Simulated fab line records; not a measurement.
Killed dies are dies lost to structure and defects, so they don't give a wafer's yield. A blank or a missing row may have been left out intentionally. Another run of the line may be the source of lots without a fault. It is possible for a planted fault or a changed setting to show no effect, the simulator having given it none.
fab line records | flow n5Finfet
record lots=4 | wafers=12 | lastDay=17
route steps=1938 shown BEOL_M4@1099 BEOL_M5@1112 BEOL_M6@1254 PASSIVATION@1936
lots with no fault: from the same line, run without faults
startH: hours from the record's opening day to when the first of the lot's shown wafers began | waitH: time in hours since the lot's previous step | " identical to the entry in the row above | L1.1+2: a single row standing in for several wafers | - no value, or no start given | * or withheld: withheld | < > ~ a bound
route shown NAME@n: names a module that has steps shown in the file, with the first one's number in the route | usual: average and standard deviation across the fault-free wafers | same: alike in all rows | chamber/n: place in a boat | sites: per-site readings | _std_site: standard deviation across them | _edge_site: outer sites' mean less inner sites' | radiusMm: how far each site lies from the wafer's centre | mask NAME#n: copy n | behind: the tool/chamber that last shaped the wafer | hold: the reason the lot was held/the length of the hold in hours/how it ended | device: the n, p or np transistor that did not switch | end of line: tests of these same wafers at the route's end | where a step has no rows: the recipe by itself | killed: the dies lost at the first sort to structure and to defects; this is not the yield of the wafer | map: per-die view of a wafer (x killed, . not killed, _ where there is no die)
set.NAME: the setting that was run; set.NAME@STEP: the one run at that earlier step | model.NAME: the simulator's own value behind a step, which no gauge read
lots seen at some steps along the route; tables by step, rows by wafer
services: when a tool's chamber went out of use (startH, in hours from the record's first day, below 0 if earlier), for how many hours, and the reason
## steps
# step N5_BEOL_M4_ANNEAL_95
# recipe tempC=400 | timeS=240 | ambient=vacuum
# step N5_BEOL_M4_SPUTTER_96
# recipe material=Cu | targetThkA=45 | tempC=-20 | chamberPressurePa=0.07 | powerW=withheld | timeS=8.29
# step N5_BEOL_M4_ECD_50
# recipe material=Cu | targetThkA=3000
# step N5_BEOL_M4_ANNEAL_51
# recipe tempC=225 | timeS=90 | ambient=N2
# step N5_BEOL_M4_CMP_52
# recipe stopOn=SiOC | tOverpolishS=6.8 | downForcePsi=1 | platenRpm=50 | clearingPlatenDownForcePsi=1.5 | clearingPlatenRpm=50 | postCmpClean=cuAlkaline | targetThkNm=40 | clearingPlatenPadVelocityMS=0.99484 | padVelocityMS=0.99484
# step N5_BEOL_M4_PRE_CLEAN_60
# recipe gas=NH3/H2 | timeS=15 | tempC=* | rfPowerW=300
# step N5_BEOL_M4_CO_CAP_55
# recipe material=Co | targetThkA=20 | tempC=200 | precursor=CCTBA/H2 | pressureTorr=30 | timeS=102.1
# step N5_BEOL_M4_PRE_CLEAN_56
# recipe gas=NH3 | timeS=15 | tempC=withheld | rfPowerW=300
# step N5_BEOL_M4_DEP_57
# recipe material=SiCN | targetThkA=80 | tempC=withheld | precursor=3MS/NH3 | pressureTorr=3 | rfW=202 | timeS=14
# step N5_BEOL_M4_RC_MEAS_101
# usual DIBL_N=35.9/2.5 | DIBL_P=36.0/3 | IOFF_N=0.16/0.047 | IOFF_P=0.21/0.047 | ION_N=671/14 | ION_P=460/8.8 | SS_N=71.5/0.73 | SS_P=73.2/0.91 | VT_N=250/4.3 | VT_P=-251/3.6
lot.wafer | tool      | chamber | startH | waitH | DIBL_N[mV/V] | DIBL_P[mV/V] | IOFF_N[nA/um] | IOFF_P[nA/um] | ION_N[uA/um] | ION_P[uA/um] | SS_N[mV/dec] | SS_P[mV/dec] | VT_N[mV] | VT_P[mV]
L520.4    | prober-02 | 0       | 247.73 | 0.5   | 36.9         | 39.3         | 0.18          | 0.22          | 676          | 463          | 71.3         | 73.1         | 247      | -250
L520.5    | "         | 0       | "      | "     | 37.8         | 41.4         | 0.20          | 0.25          | 681          | 464          | 70.7         | 74.8         | 245      | -248
L520.6    | "         | 0       | "      | "     | 33.5         | 35.1         | 0.13          | 0.17          | 659          | 449          | 70.6         | 71.6         | 249      | -254
L522.1    | prober-01 | 0       | 257.92 | 0.0   | 34.8         | 34.3         | 0.13          | 0.20          | 668          | 463          | 71.3         | 72.6         | 249      | -248
L522.3    | "         | 0       | "      | "     | 31.1         | 30.5         | 0.09          | 0.15          | 660          | 465          | 70.5         | 71.7         | 255      | -254
L522.4    | "         | 0       | "      | "     | 36.8         | 36.6         | 0.16          | 0.23          | 678          | 473          | 72.0         | 72.9         | 249      | -249
L524.2    | prober-02 | 0       | 269.22 | 0.2   | 38.0         | 38.8         | 0.18          | 0.25          | 682          | 469          | 71.7         | 74.4         | 246      | -247
L524.4    | "         | 0       | "      | "     | 37.5         | 38.7         | 0.19          | 0.25          | 682          | 469          | 71.1         | 73.8         | 244      | -248
L524.6    | "         | 0       | "      | "     | 34.9         | 35.3         | 0.14          | 0.20          | 682          | 469          | 69.9         | 72.6         | 249      | -249
L530.1    | prober-01 | 0       | 300.37 | 0.0   | 35.3         | 35.2         | 0.14          | 0.19          | 670          | 459          | 71.5         | 73.5         | 250      | -252
L530.3    | "         | 0       | "      | "     | 40.0         | 41.6         | 0.24          | 0.31          | 682          | 470          | 72.3         | 74.5         | 244      | -246
L530.4    | "         | 0       | "      | "     | 37.4         | 37.6         | 0.16          | 0.22          | 655          | 454          | 72.2         | 73.9         | 250      | -250
# step N5_BEOL_M5_ILD_DEP_00
# recipe material=SiCOH_lowk | targetThkA=1406.4 | tempC=300 | precursor=DEMS/porogen | pressureTorr=5 | rfW=500 | timeS=25.9
# step N5_BEOL_M5_CURE_79
# recipe tempC=385 | timeS=240 | ambient=He/Ar | material=SiCOH_lowk
# step N5_BEOL_M5_PECVD_70
# recipe material=SiO2 | targetThkA=160 | tempC=400 | precursor=TEOS/O2 | pressureTorr=5.5 | rfW=450 | teosFlowSccm=53.8 | gas=O2 | flowSccm=3000 | timeS=18
# step N5_BEOL_M5_HM_DEP_02
# recipe material=TiN | targetThkA=200 | tempC=25 | chamberPressurePa=0.49996
# step N5_BEOL_M5_COAT_59
# recipe resist=SOC | tempC=250 | timeS=60 | spinRpm=1500 | resistThkNm=60
# step N5_BEOL_M5_COAT_60
# recipe resist=SiARC | tempC=220 | timeS=60 | spinRpm=1500 | resistThkNm=12
# step N5_BEOL_M5_COAT_71
# recipe resist=underlayer | tempC=205 | timeS=60 | spinRpm=1500 | resistThkNm=5
# step N5_BEOL_M5_COAT_05
# recipe resist=CAR-EUV | spinRpm=1500 | resistThkNm=30
# step N5_BEOL_M5_EBR_07
# recipe solvent=PGMEA | ebrWidthMm=1.5
# step N5_BEOL_M5_SOFTBAKE_06
# recipe tempC=110 | timeS=60 | resist=CAR-EUV
# step N5_BEOL_M5_EXPOSE_08
# recipe maskId=M5 | na=0.33 | sourceShape=annular | sigmaInner=0.4 | sigmaOuter=0.8 | polarization=unpolarized | targetCdNm=28 | doseMj=35.75
# step N5_BEOL_M5_PEB_09
# recipe pebTempC=100 | pebTimeS=60 | resist=CAR-EUV
# step N5_BEOL_M5_DEVELOP_10
# recipe developTimeS=30 | developer=TMAH | resist=CAR-EUV | rinseLiquid=surfactantRinse | dry=airSpin | devTempC=23
# step N5_BEOL_M5_DESCUM_16
# recipe chemistry=O2 | timeS=7 | sourcePowerW=50 | biasPowerW=20 | pressureMtorr=20 | rfFrequencyHz=2.712e+07 | tempC=40 | resist=CAR-EUV | o2FlowSccm=225
# step N5_BEOL_M5_ETCH_72
# recipe chemistry=N2/H2 | target=underlayer | targetDepthA=65 | maskMaterial=CAR-EUV | timeS=5.2 | ionEnergyEv=200 | pressureMtorr=30 | sourceW=840 | biasW=150 | n2FlowSccm=200 | h2FlowSccm=200 | ends=cleared
# step N5_BEOL_M5_ETCH_61
# recipe chemistry=CF4 | target=SiARC | targetDepthA=156 | maskMaterial=CAR-EUV | timeS=26 | ionEnergyEv=80 | pressureMtorr=40 | sourceW=545 | biasW=36 | Ar_flow_sccm=100 | cf4FlowSccm=100 | ends=cleared
# step N5_BEOL_M5_ETCH_62
# recipe chemistry=N2/H2 | target=SOC | targetDepthA=750 | overetchA=150 | maskMaterial=SiARC | tempC=40 | timeS=112.5 | ionEnergyEv=200 | pressureMtorr=30 | sourceW=840 | biasW=150 | n2FlowSccm=200 | h2FlowSccm=200
# step N5_BEOL_M5_STRIP_63
# recipe chemistry=N2/H2 | tempC=40 | n2FlowSccm=200 | h2FlowSccm=200 | rfFrequencyHz=6e+07
# step N5_BEOL_M5_STRIP_73
# recipe chemistry=N2/H2 | tempC=40 | n2FlowSccm=200 | h2FlowSccm=200 | rfFrequencyHz=6e+07
# step N5_BEOL_M5_STRIP_64
# recipe chemistry=CF4 | resist=SiARC | powerW=300 | biasPowerW=75 | pressureMtorr=50 | cf4FlowSccm=150 | rfFrequencyHz=6e+07
# step N5_BEOL_M5_HM_OPEN_17
# recipe chemistry=Cl2/BCl3 | targetDepthA=200 | overetchA=60 | target=TiN | maskMaterial=SOC | ionEnergyEv=150 | pressureMtorr=10 | icpW=1000 | biasW=126 | Cl2_flow_sccm=53.25 | bcl3FlowSccm=21.75 | Ar_flow_sccm=25
# step N5_BEOL_M5_STRIP_19
# recipe chemistry=O2 | powerW=400 | tempC=40 | pressureMtorr=30 | rfFrequencyHz=6e+07 | biasPowerW=0 | overashFraction=0.2 | o2FlowSccm=225
# step N5_BEOL_M5_COAT_65
# recipe resist=SOC | tempC=250 | timeS=60 | spinRpm=1500 | resistThkNm=60
# step N5_BEOL_M5_COAT_66
# recipe resist=SiARC | tempC=220 | timeS=60 | spinRpm=1500 | resistThkNm=12
# step N5_BEOL_M6_SPUTTER_48
# recipe material=Cu | targetThkA=100 | tempC=-20 | biasV=60 | powerW=26000 | chamberPressurePa=0.13 | timeS=1.667
# usual biasV=60.0/0.63 | cathodeDcPowerW=26000/4.1 | throttleValvePct=29.7/0.69
lot.wafer | tool          | chamber | startH | waitH | biasV | cathodeDcPowerW | throttleValvePct
L520.4    | pvdSputter-02 | -       | 266.09 | 0.1   | -     | -               | -
L520.5    | "             | -       | "      | "     | -     | -               | -
L520.6    | "             | -       | "      | "     | -     | -               | -
L522.1    | pvdSputter-02 | -       | 276.63 | 0.1   | -     | -               | -
L522.3    | "             | -       | "      | "     | -     | -               | -
L522.4    | "             | -       | "      | "     | -     | -               | -
L524.2    | pvdSputter-02 | -       | 292.23 | 0.2   | 60.4  | 25992           | 29.3
L524.4    | "             | -       | "      | "     | 59.9  | 25999           | 28.7
L524.6    | "             | -       | "      | "     | 59.6  | 26001           | 29.9
L530.1    | pvdSputter-01 | -       | 320.10 | 0.1   | 60.6  | 25996           | 29.6
L530.3    | "             | -       | "      | "     | 60.4  | 25998           | 29.7
L530.4    | "             | -       | "      | "     | 59.0  | 26000           | 28.6
# step N5_BEOL_M6_CMP_52
# recipe stopOn=SiCOH_lowk | tOverpolishS=6.9 | downForcePsi=1 | platenRpm=50 | clearingPlatenDownForcePsi=1.5 | clearingPlatenRpm=50 | postCmpClean=cuAlkaline | targetThkNm=80 | clearingPlatenPadVelocityMS=0.99484 | padVelocityMS=0.99484
# usual motorCurrentA=6.2/0.52 | timeToEndpointS=64/5.7
lot.wafer | tool   | chamber | startH | waitH | motorCurrentA | timeToEndpointS
L520.4    | cmp-02 | 3       | 266.71 | 0.2   | 5.8           | 4
L520.5    | "      | 0       | "      | "     | 5.6           | 0
L520.6    | "      | 1       | "      | "     | 6.2           | 0
L522.3    | cmp-02 | 1       | 277.14 | 0.2   | 6.0           | 0
L522.4    | "      | 2       | "      | "     | 5.7           | 0
L522.1    | "      | 0       | "      | "     | 6.0           | 0
L524.2    | cmp-02 | 2       | 292.90 | 0.2   | 5.4           | 61
L524.4    | "      | 0       | "      | "     | 5.9           | 60
L524.6    | "      | 2       | "      | "     | 5.7           | 61
L530.1    | cmp-02 | 2       | 320.71 | 0.3   | 5.7           | 65
L530.3    | "      | 3       | "      | "     | 5.7           | 73
L530.4    | "      | 1       | "      | "     | 6.5           | 63
# step N5_PASSIVATION_PROBE_49
# usual defectLimitedYield=91.4/1.4 | killed_at_M0_to_M3=34/8.9 | killed_at_M4_up=13/4.6 | killedAtContacts=12/5.5 | killedAtFrontEnd=41/11 | killedAtOther=3.1/2.9 | killedDies=102/16 | killedOnRim=13/4.2 | killedOpen=66/11 | killedShort=34/7.6 | sort_bin_5_function=5.1/0.89 | sort_bin_6_memory=3.2/0.61 | sortNPass=1078/16 | sortYieldPct=91.3/1.4
# same grossDies=1180 | killedAtBackSide=0 | sort_bin_4_leakage[%]=0 | sort_bin_8_speed[%]=0
lot.wafer | tool      | chamber | startH | waitH | defectLimitedYield[%] | killed_at_M0_to_M3 | killed_at_M4_up | killedAtContacts | killedAtFrontEnd | killedAtOther | killedDies | killedOnRim | killedOpen | killedShort | sort_bin_5_function[%] | sort_bin_6_memory[%] | sortNPass | sortYieldPct[%]
L520.4    | prober-02 | -       | 346.37 | 0.2   | 0                     | 34                 | 1104            | 11               | 28               | 3             | 1180       | 152         | 66         | 29          | 97.0                   | 3.0                  | 0         | 0
L520.5    | prober-02 | -       | 346.42 | 0.2   | 0                     | 31                 | 1102            | 16               | 30               | 1             | 1180       | 152         | 66         | 25          | 96.9                   | 2.9                  | 0         | 0
L520.6    | prober-02 | -       | 346.47 | 0.3   | 0                     | 39                 | 1103            | 8                | 29               | 1             | 1180       | 152         | 48         | 41          | 97.2                   | 2.3                  | 0         | 0
L522.1    | prober-02 | -       | 358.08 | 0.0   | 0                     | 31                 | 1088            | 5                | 50               | 6             | 1180       | 152         | 73         | 35          | 96.6                   | 3.2                  | 0         | 0
L522.3    | prober-02 | -       | 358.18 | 0.1   | 0                     | 24                 | 1071            | 13               | 53               | 19            | 1180       | 152         | 80         | 44          | 95.6                   | 4.3                  | 0         | 0
L522.4    | prober-02 | -       | 358.23 | 0.2   | 0                     | 27                 | 1094            | 10               | 47               | 2             | 1180       | 152         | 73         | 26          | 96.9                   | 3.1                  | 0         | 0
L530.1    | prober-01 | -       | 407.78 | 0.0   | 90.3                  | 35                 | 17              | 16               | 45               | 1             | 114        | 20          | 73         | 34          | 5.0                    | 3.6                  | 1066      | 90.3
L530.3    | prober-01 | -       | 407.88 | 0.1   | 92.9                  | 37                 | 16              | 9                | 18               | 4             | 84         | 14          | 65         | 19          | 4.7                    | 2.3                  | 1096      | 92.9
L530.4    | prober-01 | -       | 407.93 | 0.2   | 92.2                  | 23                 | 12              | 4                | 48               | 5             | 92         | 10          | 61         | 31          | 4.6                    | 2.8                  | 1088      | 92.2
# killed by level:class
L520.4 BEOL_M6:areaEcd=544 BEOL_M6:areaSputter=540 MOL_CONTACT_COAG:geometricParticle:open=10 BEOL_M0_SAQP:geometricParticle:open=10 FIN_SAQP:geometricParticle:open=9 BEOL_M1:geometricParticle:open=9 STI_FIN_REVEAL:geometricParticle:open=6 BEOL_M2:geometricParticle:open=6
L520.5 BEOL_M6:areaEcd=545 BEOL_M6:areaSputter=544 MOL_CONTACT_COAG:geometricParticle:open=13 BEOL_M0_SAQP:geometricParticle:open=10 FIN_SAQP:geometricParticle:open=8 STI_FIN_REVEAL:geometricParticle:open=8 BEOL_M0_SAQP:geometricParticle:short=7 BEOL_M1:geometricParticle:open=5
L520.6 BEOL_M6:areaEcd=570 BEOL_M6:areaSputter=521 BEOL_M0_SAQP:geometricParticle:short=16 FIN_SAQP:geometricParticle:open=8 BEOL_M0_SAQP:geometricParticle:open=8 MOL_CONTACT_COAG:geometricParticle:open=7 STI_FIN_REVEAL:geometricParticle:open=5 BEOL_M1:geometricParticle:short=5
L522.1 BEOL_M6:areaSputter=537 BEOL_M6:areaEcd=535 BEOL_M0_SAQP:geometricParticle:short=11 STI_FIN_REVEAL:geometricParticle:open=11 DUMMY_GATE:geometricParticle:open=11 BEOL_M0_SAQP:geometricParticle:open=11 FIN_SAQP:geometricParticle:short=7 STARTING-WAFER:geometricParticle:open=6
L522.3 BEOL_M6:areaEcd=552 BEOL_M6:areaSputter=504 STI_FIN_REVEAL:geometricParticle:open=15 DUMMY_GATE:geometricParticle:open=7 MOL_CONTACT_COAG:geometricParticle:short=7 BEOL_M0_SAQP:geometricParticle:short=7 MOL_CONTACT_COAG:geometricParticle:open=6 BEOL_M3:geometricParticle:open=6
L522.4 BEOL_M6:areaSputter=573 BEOL_M6:areaEcd=508 DUMMY_GATE:geometricParticle:open=15 BEOL_M0_SAQP:geometricParticle:open=10 STI_FIN_REVEAL:geometricParticle:open=8 MOL_CONTACT_COAG:geometricParticle:open=8 GATE_CUT:geometricParticle:short=7 BEOL_M0_SAQP:geometricParticle:short=6
L530.1 MOL_CONTACT_COAG:geometricParticle:open=15 BEOL_M3:geometricParticle:open=11 BEOL_M4:geometricParticle:open=10 HKMG_FIN:areaEtch=7 STARTING-WAFER:geometricParticle:short=6 BEOL_M0_SAQP:geometricParticle:open=6 BEOL_M1:geometricParticle:open=6 STI_FIN_REVEAL:geometricParticle:open=5
L530.3 BEOL_M1:geometricParticle:open=14 BEOL_M3:geometricParticle:open=8 MOL_CONTACT_COAG:geometricParticle:open=7 FIN_SAQP:geometricParticle:open=6 BEOL_M4:geometricParticle:open=6 BEOL_M0_SAQP:geometricParticle:open=5 BEOL_M4:geometricParticle:short=4 FIN_SAQP:geometricParticle:short=3
L530.4 FIN_SAQP:geometricParticle:open=13 BEOL_M3:geometricParticle:open=10 FIN_SAQP:geometricParticle:short=9 BEOL_M1:geometricParticle:open=5 STI_FIN_REVEAL:geometricParticle:open=4 BEOL_M4:geometricParticle:open=4 PASS1_CAP:geometricParticle:short=4 ILD0:geometricParticle:short=3
# map L520.4 (x killed, . not)
_________________xxxxxxxxxxxx________________
______________xxxxxxxxxxxxxxxxxx_____________
___________xxxxxxxxxxxxxxxxxxxxxxxx__________
__________xxxxxxxxxxxxxxxxxxxxxxxxxx_________
________xxxxxxxxxxxxxxxxxxxxxxxxxxxxxx_______
_______xxxxxxxxxxxxxxxxxxxxxxxxxxxxxxxx______
______xxxxxxxxxxxxxxxxxxxxxxxxxxxxxxxxxx_____
_____xxxxxxxxxxxxxxxxxxxxxxxxxxxxxxxxxxxx____
____xxxxxxxxxxxxxxxxxxxxxxxxxxxxxxxxxxxxxx___
___xxxxxxxxxxxxxxxxxxxxxxxxxxxxxxxxxxxxxxxx__
___xxxxxxxxxxxxxxxxxxxxxxxxxxxxxxxxxxxxxxxx__
__xxxxxxxxxxxxxxxxxxxxxxxxxxxxxxxxxxxxxxxxxx_
__xxxxxxxxxxxxxxxxxxxxxxxxxxxxxxxxxxxxxxxxxx_
_xxxxxxxxxxxxxxxxxxxxxxxxxxxxxxxxxxxxxxxxxxxx
_xxxxxxxxxxxxxxxxxxxxxxxxxxxxxxxxxxxxxxxxxxxx
_xxxxxxxxxxxxxxxxxxxxxxxxxxxxxxxxxxxxxxxxxxxx
_xxxxxxxxxxxxxxxxxxxxxxxxxxxxxxxxxxxxxxxxxxxx
_xxxxxxxxxxxxxxxxxxxxxxxxxxxxxxxxxxxxxxxxxxxx
_xxxxxxxxxxxxxxxxxxxxxxxxxxxxxxxxxxxxxxxxxxxx
_xxxxxxxxxxxxxxxxxxxxxxxxxxxxxxxxxxxxxxxxxxxx
_xxxxxxxxxxxxxxxxxxxxxxxxxxxxxxxxxxxxxxxxxxxx
__xxxxxxxxxxxxxxxxxxxxxxxxxxxxxxxxxxxxxxxxxx_
__xxxxxxxxxxxxxxxxxxxxxxxxxxxxxxxxxxxxxxxxxx_
___xxxxxxxxxxxxxxxxxxxxxxxxxxxxxxxxxxxxxxxx__
___xxxxxxxxxxxxxxxxxxxxxxxxxxxxxxxxxxxxxxxx__
____xxxxxxxxxxxxxxxxxxxxxxxxxxxxxxxxxxxxxx___
_____xxxxxxxxxxxxxxxxxxxxxxxxxxxxxxxxxxxx____
______xxxxxxxxxxxxxxxxxxxxxxxxxxxxxxxxxx_____
_______xxxxxxxxxxxxxxxxxxxxxxxxxxxxxxxx______
________xxxxxxxxxxxxxxxxxxxxxxxxxxxxxx_______
__________xxxxxxxxxxxxxxxxxxxxxxxxxx_________
___________xxxxxxxxxxxxxxxxxxxxxxxx__________
______________xxxxxxxxxxxxxxxxxx_____________
_________________xxxxxxxxxxxx________________
# map L522.1 (x killed, . not)
_________________xxxxxxxxxxxx________________
______________xxxxxxxxxxxxxxxxxx_____________
___________xxxxxxxxxxxxxxxxxxxxxxxx__________
__________xxxxxxxxxxxxxxxxxxxxxxxxxx_________
________xxxxxxxxxxxxxxxxxxxxxxxxxxxxxx_______
_______xxxxxxxxxxxxxxxxxxxxxxxxxxxxxxxx______
______xxxxxxxxxxxxxxxxxxxxxxxxxxxxxxxxxx_____
_____xxxxxxxxxxxxxxxxxxxxxxxxxxxxxxxxxxxx____
____xxxxxxxxxxxxxxxxxxxxxxxxxxxxxxxxxxxxxx___
___xxxxxxxxxxxxxxxxxxxxxxxxxxxxxxxxxxxxxxxx__
___xxxxxxxxxxxxxxxxxxxxxxxxxxxxxxxxxxxxxxxx__
__xxxxxxxxxxxxxxxxxxxxxxxxxxxxxxxxxxxxxxxxxx_
__xxxxxxxxxxxxxxxxxxxxxxxxxxxxxxxxxxxxxxxxxx_
_xxxxxxxxxxxxxxxxxxxxxxxxxxxxxxxxxxxxxxxxxxxx
_xxxxxxxxxxxxxxxxxxxxxxxxxxxxxxxxxxxxxxxxxxxx
_xxxxxxxxxxxxxxxxxxxxxxxxxxxxxxxxxxxxxxxxxxxx
_xxxxxxxxxxxxxxxxxxxxxxxxxxxxxxxxxxxxxxxxxxxx
_xxxxxxxxxxxxxxxxxxxxxxxxxxxxxxxxxxxxxxxxxxxx
_xxxxxxxxxxxxxxxxxxxxxxxxxxxxxxxxxxxxxxxxxxxx
_xxxxxxxxxxxxxxxxxxxxxxxxxxxxxxxxxxxxxxxxxxxx
_xxxxxxxxxxxxxxxxxxxxxxxxxxxxxxxxxxxxxxxxxxxx
__xxxxxxxxxxxxxxxxxxxxxxxxxxxxxxxxxxxxxxxxxx_
__xxxxxxxxxxxxxxxxxxxxxxxxxxxxxxxxxxxxxxxxxx_
___xxxxxxxxxxxxxxxxxxxxxxxxxxxxxxxxxxxxxxxx__
___xxxxxxxxxxxxxxxxxxxxxxxxxxxxxxxxxxxxxxxx__
____xxxxxxxxxxxxxxxxxxxxxxxxxxxxxxxxxxxxxx___
_____xxxxxxxxxxxxxxxxxxxxxxxxxxxxxxxxxxxx____
______xxxxxxxxxxxxxxxxxxxxxxxxxxxxxxxxxx_____
_______xxxxxxxxxxxxxxxxxxxxxxxxxxxxxxxx______
________xxxxxxxxxxxxxxxxxxxxxxxxxxxxxx_______
__________xxxxxxxxxxxxxxxxxxxxxxxxxx_________
___________xxxxxxxxxxxxxxxxxxxxxxxx__________
______________xxxxxxxxxxxxxxxxxx_____________
_________________xxxxxxxxxxxx________________
## services
tool   | chamber | startH | hours | kind
cmp-02 | -       | 244.64 | 4.0   | pm
cmp-02 | -       | 248.64 | -     | consumableReplace:conditioner
cmp-02 | -       | 248.64 | -     | consumableReplace:pad
cmp-02 | -       | 277.85 | 2.9   | repair
cmp-02 | -       | 290.07 | 2.5   | repair
## key
firstSign step=N5_BEOL_M6_SPUTTER_48 | reading=toolRecord | direction=missing
effect step=N5_BEOL_M6_CMP_52 | reading=timeToEndpointS | direction=down | sigmas=11 | usual=* | struck=*
effect step=N5_PASSIVATION_PROBE_49 | reading=killed_at_M4_up | direction=up | sigmas=99+ | usual=13 | struck=1094
moreKillsBornAt N5_BEOL_M6_ECD_50@ecdCu-01=3254 | N5_BEOL_M6_SPUTTER_48@pvdSputter-02=3219
metAt N5_BEOL_M6_SPUTTER_48
struckWafers L520.4,L520.5,L520.6,L522.1,L522.3,L522.4
laterRowsLeftOut L520.4,L520.5,L520.6,L522.1,L522.3,L522.4
fault kind=skippedStepWhole | tool=pvdSputter-02 | chamber=- | onsetH=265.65 | steps=N5_BEOL_M6_SPUTTER_48 | scope=struckLotsOnly
# laterRowsLeftOut: the simulator's readings of these wafers behind a module that went badly wrong aren't trusted and aren't shown, but for the sort
